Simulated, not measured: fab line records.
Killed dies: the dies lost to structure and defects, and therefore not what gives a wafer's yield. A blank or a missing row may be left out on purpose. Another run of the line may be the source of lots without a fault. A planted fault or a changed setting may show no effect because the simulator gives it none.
fab line records | flow n5-finfet
record: lots: 10 wafers: 30 last-day: 17
route steps=1938 shown BEOL_M8@1389 BEOL_M9@1404 PASSIVATION@1936
lots untouched by any fault: they come from a run of this same line in which no faults occurred
start-h: hours from the record's first day to the start of the lot's first wafer shown | wait-h: hours elapsed since this lot's preceding step | " repeats the value in the row above | L1.1+2: one row covering several wafers at once | - no value, or no start was given | * or withheld: withheld | < > ~ a bound
route shown NAME@n: names a module that has steps shown in the file, with the first one's number in the route | usual: mean/standard deviation taken from wafers without a fault | same: alike in all rows | chamber/n: place in a boat | sites: the reading at each site | _std_site: their standard deviation | _edge_site: outer sites' mean less inner sites' | radius-mm: how far each site lies from the wafer's centre | mask NAME#n: copy n | behind: the most recent tool/chamber to have shaped the wafer | hold: why the lot was held/for how many hours/how that ended | device: which transistor (n, p or np) failed to switch | end of line: the route-end tests of the same wafers | for a step that has no rows: nothing shown but its recipe | killed: at the first sort, the dies lost to defects and structure; wafer yield is something else | map: a wafer's dies, marking killed ones x, the rest . and places with no die _
set.NAME: setting as actually run; set.NAME@STEP: the setting as run at that earlier step | model.NAME: the simulator's own value behind a step, which no gauge read
the route's steps for a sample of lots (tables are steps, rows are wafers)
services: a tool's chamber out of use, with start hour (start-h, from the record's first day; less than 0 if before it), hours out, and reason
== steps ==
step: N5_BEOL_M8_ALD_77
recipe: material: TaN target-thk-a: 20 temp-c: 275 ald-precursor-family: PDMAT ald-co-reactant: NH3 pressure-torr: 3 carrier-flow-sccm: 1500 pulse-time-s: 2 purge-time-s: 3 co-reactant-purge-time-s: 2 co-reactant-pulse-time-s: 3 ald-cycles: 40 precursor-vessel-temp-c: 75 precursor-vessel-pressure-torr: 26.25 precursor-vessel-carrier-sccm: 1000
usual: heater-power-w: 412/35 mfc-carrier-sccm: 1500/4.3
columns lot.wafer tool chamber start-h wait-h heater-power-w mfc-carrier-sccm
L178.1 ald-metal-04 1 235.78 0.0 418 1500
L178.2 " 0 " " 404 1507
L178.5 " 3 " " 395 1499
L182.1 ald-metal-01 2 238.91 0.0 353 1496
L182.2 " 3 " " 345 1502
L182.5 " 2 " " 352 1490
L184.1 ald-metal-03 0 254.76 0.1 446 1500
L184.2 " 2 " " 469 1502
L184.3 " 1 " " 436 1500
L183.2 ald-metal-04 1 254.96 0.0 416 1497
L183.3 " 0 " " 408 1500
L183.4 " 2 " " 369 1498
L185.1 ald-metal-03 1 267.13 0.0 423 1494
L185.2 " 3 " " 419 1510
L185.3 " 0 " " 445 1501
L192.1 ald-metal-04 0 302.23 0.0 394 1501
L192.2 " 2 " " 366 1507
L192.4 " 3 " " 393 1493
L190.1 ald-metal-01 2 302.25 0.1 358 1501
L190.3 " 0 " " 444 1493
L190.4 " 3 " " 345 1497
L195.1 ald-metal-03 0 321.98 0.1 468 1494
L195.2 " 3 " " 414 1507
L195.6 " 1 " " 425 1502
L197.1 ald-metal-04 0 340.97 0.1 402 1506
L197.2 " 1 " " 415 1504
L197.5 " 0 " " 401 1507
L196.1 ald-metal-04 3 341.51 0.0 384 1497
L196.2 " 2 " " 361 1501
L196.5 " 2 " " 367 1504
step: N5_BEOL_M8_SPUTTER_48
recipe: material: Cu target-thk-a: 100 temp-c: -20 bias-v: 60 power-w: 26000 chamber-pressure-pa: 0.13 time-s: 1.667
usual: throttle-valve-pct: 30.2/1.1
columns lot.wafer tool chamber start-h wait-h throttle-valve-pct
L178.1 pvd-sputter-03 - 237.79 0.1 28.7
L178.2 " - " " 31.5
L178.5 " - " " 29.2
L182.1 pvd-sputter-01 - 239.37 0.1 29.6
L182.2 " - " " 31.5
L182.5 " - " " 30.9
L184.1 pvd-sputter-02 - 257.58 2.0 29.0
L184.2 " - " " 31.6
L184.3 " - " " 29.5
L183.2 pvd-sputter-02 - 257.76 2.1 30.3
L183.3 " - " " 29.8
L183.4 " - " " 31.4
L185.1 pvd-sputter-01 - 267.75 0.1 32.1
L185.2 " - " " 30.9
L185.3 " - " " 30.9
L192.1 pvd-sputter-03 - 302.76 0.1 29.1
L192.2 " - " " 28.7
L192.4 " - " " 30.2
L190.1 pvd-sputter-03 - 302.84 0.1 30.5
L190.3 " - " " 28.4
L190.4 " - " " 28.9
L195.1 pvd-sputter-02 - 322.87 0.1 31.4
L195.2 " - " " 29.8
L195.6 " - " " 31.4
L197.1 pvd-sputter-02 - 341.52 0.1 30.7
L197.2 " - " " 29.2
L197.5 " - " " 29.3
L196.1 pvd-sputter-02 - 342.16 0.1 30.1
L196.2 " - " " 30.4
L196.5 " - " " 29.2
step: N5_BEOL_M8_DEP_56
recipe: material: SiCN target-thk-a: 100 temp-c: withheld precursor: 3MS/NH3 pressure-torr: 3 rf-w: 202 time-s: 17.5
usual: showerhead-plenum-p-Torr: 3.668/0.014 throttle-valve-pct: 9.0/0.53
columns lot.wafer tool chamber start-h wait-h showerhead-plenum-p-Torr throttle-valve-pct
L178.1 pecvd-03 1 238.66 0.0 3.689 9.5
L178.2 " 2 " " 3.661 8.4
L178.5 " 2 " " 3.660 8.4
L182.1 pecvd-04 0 240.38 0.0 3.648 9.1
L182.2 " 2 " " 3.684 8.2
L182.5 " 1 " " 3.661 10.1
L184.1 pecvd-03 0 258.54 0.0 3.658 9.2
L184.2 " 1 " " 3.693 9.4
L184.3 " 2 " " 3.661 8.4
L183.2 pecvd-01 0 258.66 0.0 3.657 8.7
L183.3 " 1 " " 3.670 8.9
L183.4 " 0 " " 3.650 8.6
L185.1 pecvd-04 1 268.63 0.0 3.665 10.0
L185.2 " 2 " " 3.690 8.0
L185.3 " 0 " " 3.645 9.0
L192.1 pecvd-04 0 303.65 0.0 3.652 9.1
L192.2 " 1 " " 3.650 10.0
L192.4 " 1 " " 3.653 9.6
L190.1 pecvd-01 2 304.10 0.0 3.678 8.4
L190.3 " 0 " " 3.659 8.8
L190.4 " 1 " " 3.680 9.1
L195.1 pecvd-04 0 323.74 0.0 3.651 9.2
L195.2 " 1 " " 3.663 9.7
L195.6 " 2 " " 3.698 8.2
L197.1 pecvd-01 2 342.45 0.0 3.675 8.4
L197.2 " 0 " " 3.650 8.8
L197.5 " 1 " " 3.678 9.1
L196.1 pecvd-03 0 343.06 0.0 3.663 9.2
L196.2 " 2 " " 3.656 8.7
L196.5 " 0 " " 3.663 9.0
step: N5_BEOL_M9_PECVD_70
recipe: material: SiO2 target-thk-a: 200 temp-c: 400 precursor: TEOS/O2 pressure-torr: 5.5 rf-w: 450 teos-flow-sccm: 53.8 gas: O2 flow-sccm: 3000 time-s: 22.7
usual: heater-power-w: 710/72 showerhead-plenum-p-Torr: 8.80/0.061 throttle-valve-pct: 22.4/1.4
columns lot.wafer tool chamber start-h wait-h heater-power-w showerhead-plenum-p-Torr throttle-valve-pct
L178.1 pecvd-04 2 239.43 0.0 738 8.92 20.0
L178.2 " 1 " " 672 8.75 24.6
L178.5 " 2 " " 720 8.90 19.5
L182.1 pecvd-04 0 241.37 0.0 598 8.70 21.9
L182.2 " 1 " " 674 8.74 24.3
L182.5 " 1 " " 670 8.76 24.6
L184.1 pecvd-03 0 259.30 0.0 592 8.77 22.9
L184.2 " 2 " " 631 8.73 20.7
L184.3 " 1 " " 803 8.89 23.2
L183.2 pecvd-04 2 259.45 0.0 675 8.90 19.9
L183.3 " 1 " " 741 8.76 24.5
L183.4 " 1 " " 770 8.77 24.3
L185.1 pecvd-03 0 269.39 0.0 692 8.75 23.0
L185.2 " 1 " " 769 8.90 23.2
L185.3 " 2 " " 625 8.76 20.8
L192.1 pecvd-04 0 304.41 0.0 668 8.72 22.3
L192.2 " 2 " " 762 8.88 19.8
L192.4 " 0 " " 669 8.73 22.5
L190.1 pecvd-04 1 305.43 0.0 692 8.78 24.6
L190.3 " 0 " " 713 8.72 22.4
L190.4 " 2 " " 735 8.89 19.9
L195.1 pecvd-02 2 324.50 0.0 571 8.83 22.4
L195.2 " 1 " " 783 8.79 22.9
L195.6 " 2 " " 572 8.82 21.8
L197.1 pecvd-03 1 343.21 0.0 753 8.89 23.4
L197.2 " 2 " " 557 8.75 21.3
L197.5 " 0 " " 714 8.78 22.8
L196.1 pecvd-03 0 343.82 0.0 642 8.75 22.9
L196.2 " 1 " " 785 8.91 22.9
L196.5 " 2 " " 603 8.76 21.0
step: N5_BEOL_M9_INSPECT_13
recipe: mode: adi inspect-instrument: brightfield
usual: raw-defect-count: 407/100
columns lot.wafer tool chamber start-h wait-h raw-defect-count
L178.1 defect-inspect-02 - 240.22 0.0 348
L178.2 " - " " 324
L178.5 " - " " 389
L182.1 defect-inspect-02 - 242.23 0.0 620
L182.2 " - " " 541
L182.5 " - " " 420
L184.1 defect-inspect-02 - 260.69 0.0 480
L184.2 " - " " 349
L184.3 " - " " 565
L183.2 defect-inspect-02 - 260.90 0.0 448
L183.3 " - " " 406
L183.4 " - " " 399
L185.1 defect-inspect-02 - 270.41 0.0 376
L185.2 " - " " 376
L185.3 " - " " 361
L192.1 defect-inspect-01 - 306.73 0.0 798
L192.2 " - " " 809
L192.4 " - " " 788
L190.1 defect-inspect-01 - 307.20 0.0 704
L190.3 " - " " 818
L190.4 " - " " 771
L195.1 defect-inspect-02 - 326.61 0.0 345
L195.2 " - " " 275
L195.6 " - " " 388
L197.1 defect-inspect-02 - 345.09 0.0 389
L197.2 " - " " 387
L197.5 " - " " 359
L196.1 defect-inspect-02 - 345.26 0.0 376
L196.2 " - " " 249
L196.5 " - " " 298
step: N5_BEOL_M9_INSPECT_30
recipe: mode: adi inspect-instrument: brightfield
usual: raw-defect-count: 423/110
columns lot.wafer tool chamber start-h wait-h raw-defect-count
L178.1 defect-inspect-02 - 241.21 0.1 351
L178.2 " - " " 332
L178.5 " - " " 379
L182.1 defect-inspect-01 - 243.46 0.1 741
L182.2 " - " " 635
L182.5 " - " " 498
L183.2 defect-inspect-01 - 263.20 0.0 518
L183.3 " - " " 437
L183.4 " - " " 490
L184.1 defect-inspect-02 - 263.25 0.1 466
L184.2 " - " " 346
L184.3 " - " " 567
L185.1 defect-inspect-02 - 272.08 0.1 366
L185.2 " - " " 351
L185.3 " - " " 376
L192.1 defect-inspect-01 - 307.73 0.1 784
L192.2 " - " " 791
L192.4 " - " " 772
L190.1 defect-inspect-02 - 308.84 0.1 661
L190.3 " - " " 736
L190.4 " - " " 674
L195.1 defect-inspect-01 - 327.63 0.1 434
L195.2 " - " " 372
L195.6 " - " " 475
L196.1 defect-inspect-01 - 348.17 0.1 453
L196.2 " - " " 267
L196.5 " - " " 344
L197.1 defect-inspect-02 - 348.37 0.1 404
L197.2 " - " " 372
L197.5 " - " " 363
step: N5_PASSIVATION_PROBE_49
usual: defect-limited-yield: 91.3/1.5 killed_at_M0_to_M3: 34/11 killed_at_M4_up: 14/6.1 killed-at-contacts: 12/5.9 killed-at-front-end: 39/11 killed-at-other: 4/3.3 killed-dies: 102/18 killed-open: 67/13 killed-short: 33/7.9 sort_bin_5_function: 5.1/1 sort_bin_6_memory: 3.3/0.7 sort-n-pass: 1077/19 sort-yield-pct: 91.3/1.6
same: gross-dies: 1180 killed-at-back-side: 0 sort_bin_4_leakage[%]: 0 sort_bin_8_speed[%]: 0
columns lot.wafer tool chamber start-h wait-h defect-limited-yield[%] killed_at_M0_to_M3 killed_at_M4_up killed-at-contacts killed-at-front-end killed-at-other killed-dies killed-open killed-short sort_bin_5_function[%] sort_bin_6_memory[%] sort-n-pass sort-yield-pct[%]
L185.1 prober-01 - 328.07 0.0 91.0 49 9 6 37 5 106 70 33 5.8 2.8 1074 91.0
L185.2 prober-01 - 328.12 0.1 87.9 51 14 17 40 21 143 94 48 7.0 4.7 1037 87.9
L185.3 prober-01 - 328.17 0.1 89.7 59 13 16 24 9 121 80 41 5.4 4.2 1059 89.7
L192.1 prober-02 - 373.43 0.0 83.6 33 121 7 29 3 193 53 30 10.8 4.3 987 83.6
L192.2 prober-02 - 373.48 0.1 84.7 20 119 16 25 0 180 45 16 9.6 3.6 1000 84.7
L192.4 prober-02 - 373.58 0.2 84.1 33 113 5 35 2 188 54 29 10.7 4.2 992 84.1
L190.1 prober-02 - 376.29 0.0 86.0 15 64 32 45 9 165 81 42 8.6 3.8 1015 86.0
L190.3 prober-02 - 376.39 0.1 80.8 16 144 16 44 7 227 79 26 13.1 4.2 953 80.8
L190.4 prober-02 - 376.44 0.2 81.1 44 118 6 54 1 223 82 35 13.2 4.2 957 81.1
killed by level:class
L185.1 BEOL_M0_SAQP:geometric-particle:open=12 GATE_CUT:geometric-particle:open=12 BEOL_M1:geometric-particle:open=8 BEOL_M0:geometric-particle:open=7 FIN_SAQP:geometric-particle:open=6 BEOL_M0_SAQP:geometric-particle:short=6 BEOL_M1:geometric-particle:short=6 GATE_CUT:geometric-particle:short=5
L185.2 MOL_CONTACT_COAG:geometric-particle:open=14 BEOL_M0_SAQP:geometric-particle:short=11 STI_FIN_REVEAL:geometric-particle:open=9 BEOL_M1:geometric-particle:open=9 BEOL_M0_SAQP:geometric-particle:open=9 BEOL_M3:geometric-particle:open=7 FIN_SAQP:geometric-particle:open=5 STARTING-WAFER:geometric-particle:open=5
L185.3 MOL_CONTACT_COAG:geometric-particle:open=13 BEOL_M0_SAQP:geometric-particle:open=13 BEOL_M0_SAQP:geometric-particle:short=11 BEOL_M3:geometric-particle:open=11 BEOL_M1:geometric-particle:open=10 BEOL_M1:geometric-particle:short=7 DUMMY_GATE:geometric-particle:open=5 GATE_CUT:geometric-particle:short=4
L192.1 BEOL_M9:unspecified=109 BEOL_M0_SAQP:geometric-particle:short=12 FIN_SAQP:geometric-particle:short=8 BEOL_M3:geometric-particle:open=8 MOL_CONTACT_COAG:geometric-particle:open=7 BEOL_M0_SAQP:geometric-particle:open=7 STI_FIN_REVEAL:geometric-particle:open=6 FIN_SAQP:geometric-particle:open=5
L192.2 BEOL_M9:unspecified=109 MOL_CONTACT_COAG:geometric-particle:open=11 FIN_SAQP:geometric-particle:open=7 BEOL_M4:geometric-particle:open=7 HKMG_FIN:area-etch=6 BEOL_M0_SAQP:geometric-particle:short=5 MOL_CONTACT_COAG:geometric-particle:short=4 BEOL_M0_SAQP:geometric-particle:open=4
L192.4 BEOL_M9:unspecified=103 FIN_SAQP:geometric-particle:open=15 FIN_SAQP:geometric-particle:short=8 BEOL_M0_SAQP:geometric-particle:open=8 BEOL_M0:geometric-particle:open=6 BEOL_M3:geometric-particle:open=6 MOL_CONTACT_COAG:geometric-particle:open=5 BEOL_M0_SAQP:geometric-particle:short=5
L190.1 BEOL_M9:unspecified=35 MOL_CONTACT_COAG:geometric-particle:open=22 MOL_CONTACT_COAG:geometric-particle:short=10 FIN_SAQP:geometric-particle:short=9 STI_FIN_REVEAL:geometric-particle:open=9 BEOL_M4:geometric-particle:open=9 DUMMY_GATE:geometric-particle:open=8 BEOL_M2:geometric-particle:open=7
L190.3 BEOL_M9:unspecified=116 MOL_CONTACT_COAG:geometric-particle:open=14 FIN_SAQP:geometric-particle:open=13 BEOL_M4:geometric-particle:open=13 STI_FIN_REVEAL:geometric-particle:open=5 DUMMY_GATE:geometric-particle:open=5 BEOL_M3:geometric-particle:open=5 BEOL_M4:geometric-particle:short=4
L190.4 BEOL_M9:unspecified=103 STI_FIN_REVEAL:geometric-particle:open=23 BEOL_M2:geometric-particle:open=11 STI_FIN_REVEAL:geometric-particle:short=9 BEOL_M3:geometric-particle:open=9 BEOL_M4:geometric-particle:open=8 FIN_SAQP:geometric-particle:short=7 BEOL_M0_SAQP:geometric-particle:open=6
== services ==
columns tool chamber start-h hours kind
ald-metal-03 3 219.06 25.0 repair
pecvd-01 - 219.34 6.0 pm
pecvd-01 2 234.42 2.5 repair
pecvd-01 2 236.96 - clean
pecvd-01 2 236.96 - consumable-replace:showerhead
pecvd-01 2 236.96 29.0 scheduled-down
pecvd-01 2 236.96 29.0 vent-cycle
pecvd-01 1 252.08 2.1 scheduled-down
pecvd-03 2 270.65 2.1 repair
ald-metal-03 3 274.16 3.4 repair
pecvd-03 1 288.67 5.5 scheduled-down
pvd-sputter-01 - 290.79 0.8 repair
pvd-sputter-01 - 294.87 7.9 repair
ald-metal-01 - 294.99 2.7 repair
pecvd-03 0 303.45 5.0 repair
pecvd-02 - 303.54 3.5 repair
pecvd-01 0 316.01 5.0 repair
pvd-sputter-02 - 330.33 4.9 repair
ald-metal-03 - 337.46 14.0 pm
ald-metal-03 0 337.46 14.0 vent-cycle
ald-metal-03 1 337.46 14.0 vent-cycle
ald-metal-03 2 337.46 14.0 vent-cycle
ald-metal-03 3 337.46 14.0 vent-cycle
pecvd-01 - 338.32 2.8 pm
== key ==
first-sign: step: N5_BEOL_M9_INSPECT_13 reading: raw-defect-count direction: up sigmas: 3.8 usual: 407 struck: 781
effect: step: N5_BEOL_M9_INSPECT_30 reading: raw-defect-count direction: up sigmas: 2.8 usual: 423 struck: 736
effect: step: N5_PASSIVATION_PROBE_49 reading: killed_at_M4_up direction: up sigmas: 16 usual: 14 struck: 113
more-kills-born-at: N5_BEOL_M9_PECVD_70@pecvd-04: 575
met-at N5_BEOL_M9_PECVD_70
struck-lots L190,L192
not-acting-at N5_BEOL_M8_ALD_77,N5_BEOL_M8_SPUTTER_48,N5_BEOL_M8_DEP_56
onset-between 259.45 304.41
fault: kind: chamber-particle-source tool: pecvd-04 chamber: - onset-h: 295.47 steps: N5_BEOL_M9_PECVD_70 rate-per-visit-cm2: 0.51565 end-h: 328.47
